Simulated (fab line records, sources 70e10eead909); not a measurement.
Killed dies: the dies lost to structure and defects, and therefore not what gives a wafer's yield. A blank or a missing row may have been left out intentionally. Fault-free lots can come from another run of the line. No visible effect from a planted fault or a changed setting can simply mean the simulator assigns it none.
Comparing a struck lot with a sound one -- flow nandHarc -- 25 steps out of a route of 1159
Sound: wafers L314.2, L314.4, L314.5. The struck wafers were L331.1, L331.3, L331.6. At the end, the cause is stated.
Order at every step that has rows: each side's tool, ch and its chambers, its first start. Under that, the readings that differ: sound wafers -- struck wafers -- difference of the means -- sigmas: that difference in standard deviations of wafers without a fault.
alike: a reading whose means differ by less than 2 such deviations, as well as words and numbers matching on both sides. not compared: withheld readings; readings where some wafer has no value; bounds like >300 that might hide an equal value; numbers whose values overlap and for which the record gives no deviation.
Wherever a step has rows on one side only, a row that says differs or no value, or a row with sigmas, the two part there. Numbers that have no deviation but don't overlap get no sigmas and don't part them. Lack of a reading on every wafer of one side parts them only where that side has two or more wafers.

first, 2 steps without rows for these wafers: NHARC_A_WL_FILL_PRECLEAN_30 (cleans in dHF, time 10 s); NHARC_A_WL_FILL_SRD_14.
NHARC_A_WL_FILL_ALD_19: deposits TiN, target thk 2 nm, pulse time 3 s, ald cycles 100.
  sound on aldMetal-04 ch 0,1,3, day 18 20:41; struck on aldMetal-01 ch 2,3, day 21 09:58
  alike: heaterPowerW, precursorPulseHeightRel
then, 1 step without rows for these wafers: NHARC_A_WL_FILL_CVD_20 (deposits W, target thk 75 nm, time 5064 s).
NHARC_A_WL_FILL_CMP_12: polishes, t overpolish 30 s, target thk 75 nm.
  sound on cmp-03 ch 1,2,3, day 19 09:02; struck on cmp-03 ch 0,2,3, day 22 15:22
  alike: edgeZonePressureFrac, motorCurrentA, overpolishRunS, timeToEndpointS
after that, 1 step had no rows for these wafers: NHARC_A_WL_FILL_SRD_31.
NHARC_A_WL_FILL_INSPECT_15:
  struck on defectInspect-01, day 22 15:49; sound on defectInspect-02, day 19 09:32
  alike: rawDefectCount
NHARC_A_CONTACT_DEP_24: deposits SiO2, target thk 500 nm.
  sound on pecvd-03 ch 0,1,2, day 19 09:36; struck on pecvd-04 ch 0,1, day 22 15:53
  alike: heaterPowerW, throttleValvePct
NHARC_A_CONTACT_DEP_28: deposits aC, target thk 3600 nm.
  sound on aclDep-03 ch 0, day 19 10:34; struck on aclDep-03 ch 0, day 22 17:07
  alike: throttleValvePct
NHARC_A_CONTACT_DEP_29: deposits SiON, target thk 70 nm.
  sound on pecvd-04 ch 0,1,2, day 19 12:28; struck on pecvd-03 ch 1,2, day 22 19:20
  alike: heaterPowerW
then, 10 steps without rows for these wafers: NHARC_A_CONTACT_DEHYDRATE_32 (time 120 s); NHARC_A_CONTACT_HMDS_33 (time 30 s); NHARC_A_CONTACT_COAT_34 (time 75 s); NHARC_A_CONTACT_COAT_35 (time 65 s); NHARC_A_CONTACT_COAT_36 (resist thk 90 nm); NHARC_A_CONTACT_SOFTBAKE_37 (time 55 s); NHARC_A_CONTACT_EBR_38; NHARC_A_CONTACT_EXPOSE_39 (exposes mask A CC 3); NHARC_A_CONTACT_PEB_40 (peb time 65 s); NHARC_A_CONTACT_DEVELOP_41 (develop time 35 s).
NHARC_A_CONTACT_CD_MEAS_42 targets a cd of 200 nm.
  sound on cdSem-03 ch 0, day 19 13:08; struck on cdSem-02 ch 0, day 22 20:03
  alike: cdNm
NHARC_A_CONTACT_OVL_MEAS_43:
  struck on overlay-02, day 22 20:08; sound on overlay-01, day 19 13:13
reading,sound,struck,difference,sigmas
overlayYNm (nm),2.2 1.7 1.8,-0.8 -0.8 -0.7,-2.7,-3
  alike: overlayXNm
NHARC_A_CONTACT_INSPECT_44:
  struck on defectInspect-02, day 22 20:11; sound on defectInspect-02, day 19 13:15
reading,sound,struck,difference,sigmas
rawDefectCount,10 9 8,778 785 774,+770,+51
NHARC_A_CONTACT_DESCUM_47: chemistry O2, time 3 s.
  sound on rieDiel-06 ch 0,1,3, day 19 13:19; struck on rieDiel-06 ch 0,1, day 22 20:14
  alike: drypumpMotorCurrentA, mfcArSccm, oesProductAu, rfVppV, showerheadPlenumPTorr, throttleValvePct
  not compared: rfHoursCounterH
-- the record jumps here: 5 days lie between the struck wafers' starts before and after (it left off in module A_CONTACT and takes up again in module END, whose first step shown is number 1159 of the route) --
NHARC_END_SORT_01:
  the record has rows for the struck wafers here (prober-01 ch 0, day 27 18:12) and none for the sound ones

== WHERE THEY PART ==
Last at NHARC_END_SORT_01 as far as this record goes, first at NHARC_A_CONTACT_OVL_MEAS_43.

WHY: the cause the simulator had injected
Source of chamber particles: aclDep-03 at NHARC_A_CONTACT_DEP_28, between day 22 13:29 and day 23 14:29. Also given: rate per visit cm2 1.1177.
